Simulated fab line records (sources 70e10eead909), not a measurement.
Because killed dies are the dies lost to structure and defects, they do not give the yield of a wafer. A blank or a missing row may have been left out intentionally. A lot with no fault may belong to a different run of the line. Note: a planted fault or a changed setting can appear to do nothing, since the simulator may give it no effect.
Chamber matching :: flow nand harc :: NHARC_P_M2_PRE_CLEAN_32 on pecvd-03: 3 sister chambers
The step time 12 s. 6 wafers are shown with their chamber, then 7 later ones without.

## WAFERS WITH THEIR CHAMBER
wafer: L921.4
chamber: 1
heater power w (W): 677

wafer: L920.1
chamber: 1
heater power w (W): 701

wafer: L926.3
chamber: 0
heater power w (W): 557

wafer: L926.4
chamber: 0
heater power w (W): 563

wafer: L934.2
chamber: 2
heater power w (W): 699

wafer: L934.4
chamber: 2
heater power w (W): 687

## WAFERS WITHOUT THEIR CHAMBER
wafer: L934.5
heater power w (W): 696

wafer: L937.1
heater power w (W): 574

wafer: L937.2
heater power w (W): 641

wafer: L937.6
heater power w (W): 621

wafer: L938.1
heater power w (W): 690

wafer: L938.4
heater power w (W): 707

wafer: L938.5
heater power w (W): 692

## CHAMBER TAKEN BY EACH
wafer: L934.5
from the rows above: can't be placed: 2 or 1
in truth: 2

wafer: L937.1
from the rows above: 0
in truth: 0

wafer: L937.2
from the rows above: can't be placed: 1 or 2
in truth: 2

wafer: L937.6
from the rows above: can't be placed: 0 or 1 or 2
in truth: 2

wafer: L938.1
from the rows above: can't be placed: 1 or 2
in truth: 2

wafer: L938.4
from the rows above: can't be placed: 2 or 1
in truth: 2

wafer: L938.5
from the rows above: can't be placed: 2 or 1
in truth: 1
Placed correctly: 1 of 7. Not placeable from these rows: 6 (in 6, the candidates include the true chamber). Number placed wrongly: 0.
How it was worked out, from the rows above alone: a wafer's distance from a chamber is the root of the sum, over the readings, of the square of ((its reading less the chamber's mean) divided by the reading's scatter). The wafer belongs to the nearest chamber; if the next one is less than 2 further off, it can't be placed. The mean given for a chamber averages the wafers shown for that chamber. How the scatter is found: for the shown wafers, subtract from each reading the mean of its chamber, square and add these, divide the total by (wafers less chambers), then take the root.
